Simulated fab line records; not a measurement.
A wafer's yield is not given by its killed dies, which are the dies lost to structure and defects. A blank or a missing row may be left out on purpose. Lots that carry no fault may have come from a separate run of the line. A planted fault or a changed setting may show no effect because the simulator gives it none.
What tool caused it? || flow nand harc || 11 lots, 33 wafers sampled, at 4 steps of a route of 1302

## WHAT THE GAUGES READ, wafer by wafer
NHARC_P_STI_INSPECT_25.
{"lot": "L954", "measured": "day 5 05:41", "on": "defect inspect-01", "raw defect count": "135 175 149"}
{"lot": "L955", "measured": "day 5 20:52", "on": "defect inspect-01", "raw defect count": "212 312 303"}
{"lot": "L957", "measured": "day 6 21:35", "on": "defect inspect-01", "raw defect count": "198 292 173"}
{"lot": "L958", "measured": "day 7 04:23", "on": "defect inspect-01", "raw defect count": "308 146 229"}
{"lot": "L961", "measured": "day 8 04:08", "on": "defect inspect-02", "raw defect count": "184 167 110"}
{"lot": "L963", "measured": "day 8 23:38", "on": "defect inspect-01", "raw defect count": "165 267 240"}
{"lot": "L965", "measured": "day 10 03:40", "on": "defect inspect-02", "raw defect count": "317 491 262"}
{"lot": "L966", "measured": "day 10 03:41", "on": "defect inspect-02", "raw defect count": "249 158 191"}
{"lot": "L971", "measured": "day 12 12:41", "on": "defect inspect-02", "raw defect count": "535 769 598"}
{"lot": "L972", "measured": "day 12 16:19", "on": "defect inspect-01", "raw defect count": "537 593 655"}
{"lot": "L974", "measured": "day 13 17:18", "on": "defect inspect-02", "raw defect count": "155 269 156"}

## TOOL THAT RAN EACH LOT (tool first, then ch and the chambers of the sampled wafers, then the start)
{"lot": "L954", "NHARC_P_STI_DESCUM_14": "rie diel-01 ch 1,3, day 4 03:05", "NHARC_P_STI_CMP_21": "cmp-01 ch 0,2,3, day 4 21:11", "NHARC_P_STI_STRIP_24": "wet bench-09 ch 0,2,5, day 4 21:30"}
{"lot": "L955", "NHARC_P_STI_DESCUM_14": "rie diel-01 ch 0,1,3, day 4 13:49", "NHARC_P_STI_CMP_21": "cmp-04 ch 1,2,3, day 5 10:32", "NHARC_P_STI_STRIP_24": "wet bench-04 ch 4,6,7, day 5 10:53"}
{"lot": "L957", "NHARC_P_STI_DESCUM_14": "rie diel-01 ch 1,2,3, day 5 12:12", "NHARC_P_STI_CMP_21": "cmp-01 ch 0,2,3, day 6 10:27", "NHARC_P_STI_STRIP_24": "wet bench-02 ch 0,4,5, day 6 10:47"}
{"lot": "L958", "NHARC_P_STI_DESCUM_14": "rie diel-07 ch 1,2,3, day 5 20:19", "NHARC_P_STI_CMP_21": "cmp-04 ch 0,2,3, day 6 17:16", "NHARC_P_STI_STRIP_24": "wet bench-04 ch 4,5,7, day 6 17:37"}
{"lot": "L961", "NHARC_P_STI_DESCUM_14": "rie diel-07 ch 0,1,3, day 7 01:15", "NHARC_P_STI_CMP_21": "cmp-01 ch 0,2, day 7 19:41", "NHARC_P_STI_STRIP_24": "wet bench-09 ch 2,6,7, day 7 20:00"}
{"lot": "L963", "NHARC_P_STI_DESCUM_14": "rie diel-08 ch 1,2,3, day 7 19:58", "NHARC_P_STI_CMP_21": "cmp-04 ch 0,1,3, day 8 15:10", "NHARC_P_STI_STRIP_24": "wet bench-04 ch 2,5,7, day 8 15:27"}
{"lot": "L965", "NHARC_P_STI_DESCUM_14": "rie diel-08 ch 0,2, day 8 18:21", "NHARC_P_STI_CMP_21": "cmp-01 ch 0,3, day 9 18:36", "NHARC_P_STI_STRIP_24": "wet bench-09 ch 5,6,7, day 9 18:57"}
{"lot": "L966", "NHARC_P_STI_DESCUM_14": "rie diel-07 ch 0,1,3, day 9 00:48", "NHARC_P_STI_CMP_21": "cmp-03 ch 1,2, day 9 18:39", "NHARC_P_STI_STRIP_24": "wet bench-02 ch 1,2,5, day 9 18:59"}
{"lot": "L971", "NHARC_P_STI_DESCUM_14": "rie diel-01 ch 0,1,3, day 11 05:34", "NHARC_P_STI_CMP_21": "cmp-04 ch 0,1,3, day 12 03:52", "NHARC_P_STI_STRIP_24": "wet bench-04 ch 1,3,4, day 12 04:13"}
{"lot": "L972", "NHARC_P_STI_DESCUM_14": "rie diel-07 ch 0,1,3, day 11 14:09", "NHARC_P_STI_CMP_21": "cmp-03 ch 1,2,3, day 12 08:26", "NHARC_P_STI_STRIP_24": "wet bench-04 ch 3,4,7, day 12 08:46"}
{"lot": "L974", "NHARC_P_STI_DESCUM_14": "rie diel-01 ch 0,3, day 12 10:42", "NHARC_P_STI_CMP_21": "cmp-03 ch 0,2, day 13 07:41", "NHARC_P_STI_STRIP_24": "wet bench-02 ch 1,5,7, day 13 08:01"}
- NHARC_P_STI_DESCUM_14: chemistry O2, time 3 s.
- NHARC_P_STI_CMP_21: polishes, t overpolish 20 s, target thk 380.67 nm.
- NHARC_P_STI_STRIP_24: strips Si3N4 in H3PO4.

## THE ANSWER, worked out from the rows above alone
Rule: the lots themselves supply what counts as usual. Put in order of their means at a reading, lots are off if they are a third of the lots or fewer, leave a main group of 4 or more, and stand apart from it by a gap of 3 or more times the standard deviation of the main group's means; of several such gaps the widest counts. A main group whose means are all the same, to the digits that the tables above print for the reading, isn't used. A lot without any number at a reading at which 4 lots or more have one is off too. Any other lot the step has rows for is counted as sound.
Off: L971, L972 (NHARC_P_STI_INSPECT_25, raw defect count). Main group: mean 223, sd 59.
A tool fits if, at a process step before that reading, it ran every lot that is off, and no sound lot after the first of them. Those tools and the gauges at NHARC_P_STI_INSPECT_25 are tried in the same way. One fits: wet bench-04 at NHARC_P_STI_STRIP_24. A fault onset in the window from L963 (day 8 15:27, its last sound lot) to L971 (day 12 04:13, its first lot off) fits.

## WHAT HAD BEEN PUT IN BY THE SIMULATOR
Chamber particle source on wet bench-04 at NHARC_P_STI_STRIP_24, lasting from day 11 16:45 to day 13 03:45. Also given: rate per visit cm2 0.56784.
Lots struck among those shown: L971, L972. The rule above found the same.
